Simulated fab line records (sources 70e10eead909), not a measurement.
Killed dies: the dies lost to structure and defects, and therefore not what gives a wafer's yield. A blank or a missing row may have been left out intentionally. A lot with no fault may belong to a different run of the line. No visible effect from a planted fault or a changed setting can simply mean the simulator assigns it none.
Which of the tools did it? / flow nand_harc / 11 lots, 33 wafers sampled, at 5 steps of a route of 1302

WHAT THE GAUGES SHOWED, per wafer
NHARC_END_SORT_01.
lot=L614; measured=day 28 16:40; on=prober-02; defect_limited_yield (%)=91.1 94.5 91.3

EACH LOT AND THE TOOL THAT RAN IT (in order: tool; ch and the chambers of the sampled wafers; start)
lot=L605; NHARC_P_M1_DEP_33=pecvd-01 ch 0,2, day 7 00:37; NHARC_P_M2_ETCH_15=rie_diel-02 ch 0,1, day 7 05:53 or earlier; NHARC_P_M2_ETCH_28=rie_diel-13 ch 0,1,2, day 7 05:53 or earlier; NHARC_P_BONDPAD_DEP_00=pecvd-02 ch 0,2, day 7 05:53
lot=L604; NHARC_P_M1_DEP_33=pecvd-03 ch 0,2, day 7 01:05; NHARC_P_M2_ETCH_15=rie_diel-04 ch 1,2, day 7 06:02 or earlier; NHARC_P_M2_ETCH_28=rie_diel-04 ch 2,3, day 7 06:02 or earlier; NHARC_P_BONDPAD_DEP_00=pecvd-03 ch 0,1, day 7 06:02
lot=L607; NHARC_P_M1_DEP_33=pecvd-01 ch 0,1,2, day 7 23:35; NHARC_P_M2_ETCH_15=rie_diel-02 ch 0,1,2, day 8 04:09 or earlier; NHARC_P_M2_ETCH_28=rie_diel-02 ch 0,2,3, day 8 04:09 or earlier; NHARC_P_BONDPAD_DEP_00=pecvd-01 ch 0,1, day 8 04:09
lot=L609; NHARC_P_M1_DEP_33=pecvd-01 ch 0,1,2, day 8 17:46; NHARC_P_M2_ETCH_15=rie_diel-04 ch 1,2,3, day 8 22:11 or earlier; NHARC_P_M2_ETCH_28=rie_diel-13 ch 0,1,3, day 8 22:11 or earlier; NHARC_P_BONDPAD_DEP_00=pecvd-02 ch 0,2, day 8 22:11
lot=L611; NHARC_P_M1_DEP_33=pecvd-03 ch 1,2, day 9 12:15; NHARC_P_M2_ETCH_15=rie_diel-04 ch 0,1,3, day 9 16:47 or earlier; NHARC_P_M2_ETCH_28=rie_diel-04 ch 1,2, day 9 16:47 or earlier; NHARC_P_BONDPAD_DEP_00=pecvd-02 ch 1,2, day 9 16:47
lot=L610; NHARC_P_M1_DEP_33=pecvd-02 ch 0,1, day 9 12:47; NHARC_P_M2_ETCH_15=rie_diel-13 ch 0,1,2, day 9 17:25 or earlier; NHARC_P_M2_ETCH_28=rie_diel-04 ch 0,1,2, day 9 17:25 or earlier; NHARC_P_BONDPAD_DEP_00=pecvd-01 ch 0,2, day 9 17:25
lot=L612; NHARC_P_M1_DEP_33=pecvd-03 ch 0,1, day 10 02:56; NHARC_P_M2_ETCH_15=rie_diel-13 ch 0,1,2, day 10 07:29 or earlier; NHARC_P_M2_ETCH_28=rie_diel-13 ch 0,1,2, day 10 07:29 or earlier; NHARC_P_BONDPAD_DEP_00=pecvd-03 ch 1,2, day 10 07:29
lot=L614; NHARC_P_M1_DEP_33=pecvd-01 ch 0,1,2, day 10 20:05; NHARC_P_M2_ETCH_15=rie_diel-13 ch 0,1,3, day 11 00:39 or earlier; NHARC_P_M2_ETCH_28=rie_diel-04 ch 1,2,3, day 11 00:39 or earlier; NHARC_P_BONDPAD_DEP_00=pecvd-02 ch 0,1,2, day 11 00:39
lot=L615; NHARC_P_M1_DEP_33=pecvd-03 ch 1,2, day 11 05:50; NHARC_P_M2_ETCH_15=rie_diel-02 ch 0,3, day 11 10:35 or earlier; NHARC_P_M2_ETCH_28=rie_diel-13 ch 0,1,3, day 11 10:35 or earlier; NHARC_P_BONDPAD_DEP_00=pecvd-01 ch 0,1, day 11 10:35
lot=L616; NHARC_P_M1_DEP_33=pecvd-02 ch 0,2, day 11 19:11; NHARC_P_M2_ETCH_15=rie_diel-04 ch 0,1,2, day 11 23:51 or earlier; NHARC_P_M2_ETCH_28=rie_diel-13 ch 2,3, day 11 23:51 or earlier; NHARC_P_BONDPAD_DEP_00=pecvd-01 ch 0,2, day 11 23:51
lot=L621; NHARC_P_M1_DEP_33=pecvd-02 ch 0,2, day 13 17:36; NHARC_P_M2_ETCH_15=rie_diel-04 ch 0,1,3, day 13 21:58 or earlier; NHARC_P_M2_ETCH_28=rie_diel-04 ch 1,3, day 13 21:58 or earlier; NHARC_P_BONDPAD_DEP_00=pecvd-01 ch 0,1,2, day 13 21:58
- NHARC_P_M1_DEP_33: deposits SiCN, target thk 30 nm.
- NHARC_P_M2_ETCH_15: etches the open film in C4F8/Ar, target depth 182.5 nm, time 91.2 s.
- NHARC_P_M2_ETCH_28: etches the open film in CF4/N2, target depth 30 nm, time 72.99 s.
- NHARC_P_BONDPAD_DEP_00: deposits SiCN, target thk 250 nm.

THE ANSWER, worked out from the rows above alone
Rule: the usual values come from the lots themselves. The widest of any qualifying gaps counts: lots, ordered by their means at a reading, are off when they make up no more than a third of the lots, leave a main group of 4 or more, and stand apart from it by 3 or more times the standard deviation of that group's means. A main group is skipped when, at the precision printed for the reading in the tables above, its means are all equal. A lot without any number at a reading at which 4 lots or more have one is off too. Where the step has rows for the other lots, those lots are counted as sound.
None of the lots is off at any reading shown; this tells nothing.

WHAT THE SIMULATOR HAD INSERTED
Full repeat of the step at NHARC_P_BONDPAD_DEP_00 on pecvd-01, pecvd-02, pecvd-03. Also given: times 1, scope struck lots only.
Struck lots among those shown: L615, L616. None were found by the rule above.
